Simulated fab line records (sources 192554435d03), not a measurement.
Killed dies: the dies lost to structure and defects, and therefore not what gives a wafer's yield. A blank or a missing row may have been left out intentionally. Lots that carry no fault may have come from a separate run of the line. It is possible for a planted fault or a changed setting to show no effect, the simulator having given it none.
Struck lot and sound lot, side by side | flow n5 finfet | 16 steps out of a route of 1938
Sound: wafers L349.2, L349.5, L349.6. Struck: wafer L359.6 (L359.4, L359.5, from the same lot, were not struck and are left out); the cause is given at the end.
At each step with rows: each side's tool, then ch and its chambers, then its first start. Under that, the readings that differ: sound wafers | struck wafers | difference of the means | sigmas: that difference in standard deviations of wafers without a fault.
alike: a reading whose means differ by less than 2 such deviations, as well as words and numbers matching on both sides. not compared: withheld readings; readings where some wafer has no value; bounds like >300 that might hide an equal value; numbers whose values overlap and for which the record gives no deviation.
Wherever a step has rows on one side only, a row that says differs or no value, or a row with sigmas, the two part there. When numbers do not overlap yet have no deviation, they are printed without sigmas and do not part them. Lack of a reading on every wafer of one side parts them only where that side has two or more wafers.

first, 8 steps without rows for these wafers: N5_BEOL_M0_SAQP_COAT_81 (time 60 s, resist thk 100 nm); N5_BEOL_M0_SAQP_COAT_82 (time 60 s, resist thk 30 nm); N5_BEOL_M0_SAQP_COAT_08 (resist thk 90 nm); N5_BEOL_M0_SAQP_EBR_10; N5_BEOL_M0_SAQP_SOFTBAKE_09 (time 60 s); N5_BEOL_M0_SAQP_EXPOSE_11 (exposes mask M0 CORE, target cd 42 nm); N5_BEOL_M0_SAQP_PEB_12 (peb time 60 s); N5_BEOL_M0_SAQP_DEVELOP_13 (develop time 30 s).
N5_BEOL_M0_SAQP_CD_MEAS_14: target cd 42.5 nm.
  sound on cd sem-02 ch 0, day 6 04:22; struck on cd sem-02 ch 0, day 8 20:46
  alike: cd nm
N5_BEOL_M0_SAQP_OVL_MEAS_15:
  sound on overlay-01 ch 0, day 6 04:23; struck on overlay-02 ch 0, day 8 20:47
  alike: M0_CORE_OVL
N5_BEOL_M0_SAQP_INSPECT_16: inspects for defects (brightfield).
  sound on defect inspect-02, day 6 04:25; struck on defect inspect-01, day 8 20:49
  alike: raw defect count
N5_BEOL_M0_SAQP_DESCUM_19: chemistry O2, time 7.9 s.
  sound on rie diel-01 ch 1,2,3, day 6 04:26; struck on rie diel-04 ch 0, day 8 20:50
  alike: drypump motor current A, oes product au, rf vpp V, showerhead plenum p Torr, throttle valve pct
  not compared: rf hours counter h
N5_BEOL_M0_SAQP_ETCH_83: etches SiARC in CF4, target depth 39 nm, time 65 s.
  sound on rie diel-01 ch 1,2,3, day 6 04:29; struck on rie diel-04 ch 0, day 8 20:53
  reading               | sound          | struck | difference | sigmas
  etch rf on time s (s) | 64.6 65.4 65.0 | 99.8   | +34.8      | +42
  alike: drypump motor current A, oes product au, rf vpp V, showerhead plenum p Torr, throttle valve pct
  not compared: rf hours counter h
N5_BEOL_M0_SAQP_ETCH_84: etches SOC in N2/H2, target depth 100 nm, overetch 20 nm, time 150 s.
  sound on rie diel-01 ch 1,2,3, day 6 04:32; struck on rie diel-04 ch 0, day 8 20:56
  alike: drypump motor current A, oes product au, rf vpp V, showerhead plenum p Torr, throttle valve pct
  not compared: rf hours counter h
-- record jumps: 2 days separate the struck wafers' starts on either side; left off in module BEOL_M0_SAQP, taken up again in module BEOL_M4, whose first shown step is the route's number 1111 --
N5_BEOL_M4_RC_MEAS_101:
  sound on prober-02 ch 0, day 8 15:05; struck on prober-02 ch 0, day 11 05:56
  alike: DIBL_N, DIBL_P, IOFF_N, IOFF_P, ION_N, ION_P, SS_N, SS_P, VT_N, VT_P
N5_PASSIVATION_PROBE_49:
  the record has rows for the sound wafers here (prober-01, day 13 06:16) and none for the struck ones

WHERE THEY PART
Earliest at N5_BEOL_M0_SAQP_ETCH_83; latest, in this record, at N5_PASSIVATION_PROBE_49.

WHY: whatever the simulator had introduced
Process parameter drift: rie diel-04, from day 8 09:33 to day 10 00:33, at N5_BEOL_M0_SAQP_ETCH_83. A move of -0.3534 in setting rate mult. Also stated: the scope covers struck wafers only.
